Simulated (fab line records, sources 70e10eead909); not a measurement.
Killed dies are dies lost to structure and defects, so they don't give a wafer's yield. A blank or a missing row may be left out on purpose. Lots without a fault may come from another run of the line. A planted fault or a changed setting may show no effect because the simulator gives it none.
One fault seen from 2 desks | flow nand_harc | each desk has only its own numbers; what lay behind them comes last

THE METROLOGY DESK
What the gauges read, lot by lot, whatever tool the lot ran on: means of the sampled wafers that have a number. A lot is out of limits, marked OUT, if its mean lies more than 4 standard deviations from the usual mean; the brackets give that distance.
Columns: A = overlay_x_nm at NHARC_HYBRID_BOND_OVL_MEAS_05, usual -2 nm; B = overlay_y_nm at NHARC_HYBRID_BOND_OVL_MEAS_05, usual 2 nm; C = thk_nm at NHARC_THIN_TSV_THK_MEAS_02, usual 2945 nm
lot  | first seen here | A   | B   | C
L482 | day 18 05:59    | -9  | -38 | 2767
L483 | day 18 20:41    | 11  | 7   | 3011
L484 | day 18 20:41    | -37 | -9  | 3400
L487 | day 18 20:43    | -35 | -14 | 2697
L485 | day 19 04:49    | -16 | 4   | 3040
L486 | day 19 20:24    | -24 | 14  | 2620
L494 | day 21 05:21    | -16 | -16 | 3052
L493 | day 22 09:42    | 6   | -11 | 2955
L496 | day 22 09:42    | 18  | -21 | 3204
L497 | day 22 09:43    | -6  | -10 | 2820
L500 | day 22 18:40    | -12 | 21  | 2934
L502 | day 23 10:31    | 1   | -11 | 3361
L505 | day 24 04:57    | 5   | 18  | 3126
This desk's finding: nothing out of limits on any of the 13 lots.

THE TOOL OWNER'S DESK: pvd_sputter-03
The tool's own readings at NHARC_A_M1_PRE_CLEAN_30 (time 30 s): means of the sampled wafers that have a number, for each lot that ran on this tool. A lot is out of limits, marked OUT, if its mean lies more than 4 standard deviations from the usual mean; the brackets give that distance.
Columns: A = heater_power_w at NHARC_A_M1_PRE_CLEAN_30, usual 421 W
lot  | first seen here | A
L482 | day 17 13:19    | 444
L483 | day 17 23:43    | 432
L484 | day 18 00:26    | 423
L494 | day 20 12:27    | 431
L493 | day 21 17:43    | 428
This desk's finding: nothing out of limits on any of the 5 lots.

PUT TOGETHER
The metrology desk saw nothing out of limits.
The tool owner's desk saw nothing out of limits.

WHAT THE SIMULATOR HAD PUT IN
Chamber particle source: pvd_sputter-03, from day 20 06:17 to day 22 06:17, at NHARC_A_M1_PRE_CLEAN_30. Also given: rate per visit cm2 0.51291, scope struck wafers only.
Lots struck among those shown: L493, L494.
